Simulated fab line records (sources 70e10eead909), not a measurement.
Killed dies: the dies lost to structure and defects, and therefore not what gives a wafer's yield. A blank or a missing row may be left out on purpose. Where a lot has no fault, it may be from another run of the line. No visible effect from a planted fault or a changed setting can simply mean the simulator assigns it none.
Tool commonality check + flow nand harc + 12 lots, 36 wafers sampled

WHAT PROMPTED THE OPENING
On 2 of the 12 lots, a flag is raised at NHARC_A_SLIT_INSPECT_11 on the reading raw defect count. No-fault wafers: 60, standard deviation 32.
Rule: a lot is flagged when every wafer of it that has a number lies more than 4 standard deviations from that mean, or none has a number. The other lots count as sound.

| lot  | measured     | on                | raw defect count, wafer by wafer | flag    |
|------|--------------|-------------------|----------------------------------|---------|
| L811 | day 19 07:55 | defect inspect-02 | 67 54 63                         |         |
| L812 | day 20 04:12 | defect inspect-01 | 57 64 57                         |         |
| L814 | day 21 11:56 | defect inspect-01 | 18 34 18                         |         |
| L815 | day 21 13:01 | defect inspect-01 | 107 111 101                      |         |
| L817 | day 22 02:49 | defect inspect-02 | 66 79 88                         |         |
| L818 | day 22 23:17 | defect inspect-02 | 34 21 21                         |         |
| L823 | day 24 17:40 | defect inspect-02 | 742 768 807                      | FLAGGED |
| L825 | day 25 04:50 | defect inspect-02 | 819 930 845                      | FLAGGED |
| L830 | day 27 07:43 | defect inspect-02 | 52 40 60                         |         |
| L831 | day 27 16:37 | defect inspect-01 | 72 59 73                         |         |
| L832 | day 28 06:46 | defect inspect-02 | 7 13 18                          |         |
| L833 | day 28 06:55 | defect inspect-02 | 66 77 67                         |         |
The mean of the flagged lots' numbers is 818, +758 from the usual (+24 standard deviations).

LOT BY LOT: THE TOOL USED
Before the reading, the record contains 2 process steps out of a 1302-step route. Read each cell as the tool, then ch plus the chambers that the sampled wafers visited, then the start.
| lot  | flag    | NHARC_A_SLIT_DEP_00           | NHARC_A_SLIT_DEP_23             |
|------|---------|-------------------------------|---------------------------------|
| L811 |         | acl dep-03 ch 0, day 19 04:36 | pecvd-01 ch 0,2, day 19 07:08   |
| L812 |         | acl dep-01 ch 0, day 19 23:35 | pecvd-01 ch 0,1,2, day 20 03:24 |
| L814 |         | acl dep-02 ch 0, day 21 07:23 | pecvd-01 ch 0,1, day 21 11:10   |
| L815 |         | acl dep-01 ch 0, day 21 09:07 | pecvd-03 ch 0,1,2, day 21 12:14 |
| L817 |         | acl dep-01 ch 0, day 22 00:06 | pecvd-02 ch 0,1,2, day 22 02:05 |
| L818 |         | acl dep-03 ch 0, day 22 18:51 | pecvd-03 ch 0,1,2, day 22 22:37 |
| L823 | FLAGGED | acl dep-01 ch 0, day 24 13:13 | pecvd-02 ch 0,2, day 24 16:59   |
| L825 | FLAGGED | acl dep-01 ch 0, day 25 00:22 | pecvd-01 ch 0,2, day 25 04:09   |
| L830 |         | acl dep-03 ch 0, day 27 03:07 | pecvd-03 ch 0,1,2, day 27 06:56 |
| L831 |         | acl dep-02 ch 0, day 27 12:01 | pecvd-02 ch 0,1, day 27 15:51   |
| L832 |         | acl dep-01 ch 0, day 28 02:47 | pecvd-03 ch 0,2, day 28 05:59   |
| L833 |         | acl dep-02 ch 0, day 28 02:19 | pecvd-01 ch 1,2, day 28 06:08   |
What the steps here do:
- NHARC_A_SLIT_DEP_00: deposits aC, target thk 6200 nm.
- NHARC_A_SLIT_DEP_23: deposits SiON, target thk 100 nm.
- NHARC_A_SLIT_INSPECT_11

FLAGGED AGAINST TOTAL, ONE TOOL AT A TIME (gauges that did the reading follow at the end)
| step                    | tool              | lots run | flagged | share of the flagged lots | sound lots run after its first flagged lot |
|-------------------------|-------------------|----------|---------|---------------------------|--------------------------------------------|
| NHARC_A_SLIT_DEP_00     | acl dep-01        | 6        | 2       | all                       | 1 (L832)                                   |
| NHARC_A_SLIT_DEP_00     | acl dep-02        | 3        | 0       | none                      | -                                          |
| NHARC_A_SLIT_DEP_00     | acl dep-03        | 3        | 0       | none                      | -                                          |
| NHARC_A_SLIT_DEP_23     | pecvd-01          | 5        | 1       | some                      | 1 (L833)                                   |
| NHARC_A_SLIT_DEP_23     | pecvd-02          | 3        | 1       | some                      | 1 (L831)                                   |
| NHARC_A_SLIT_DEP_23     | pecvd-03          | 4        | 0       | none                      | -                                          |
| NHARC_A_SLIT_INSPECT_11 | defect inspect-01 | 4        | 0       | none                      | -                                          |
| NHARC_A_SLIT_INSPECT_11 | defect inspect-02 | 8        | 2       | all                       | 3 (L830,L832,L833)                         |

WHAT IS ALLOWED BY THE TABLE
Table rows that saw every flagged lot: 2, namely acl dep-01 at NHARC_A_SLIT_DEP_00 and defect inspect-02 at NHARC_A_SLIT_INSPECT_11.
- acl dep-01 at NHARC_A_SLIT_DEP_00 ran 6 lots, 2 of them flagged. Sound lots ran on it after the first flagged one (L832), which a lasting fault on the whole tool wouldn't allow.
- defect inspect-02 at NHARC_A_SLIT_INSPECT_11 ran 8 lots, 2 of them flagged. Sound lots ran on it after the first flagged one (L830, L832, L833), which a lasting fault on the whole tool wouldn't allow.
No row of the table ran every flagged lot and no sound lot after the first.

WHAT THE SIMULATOR HAD PUT IN
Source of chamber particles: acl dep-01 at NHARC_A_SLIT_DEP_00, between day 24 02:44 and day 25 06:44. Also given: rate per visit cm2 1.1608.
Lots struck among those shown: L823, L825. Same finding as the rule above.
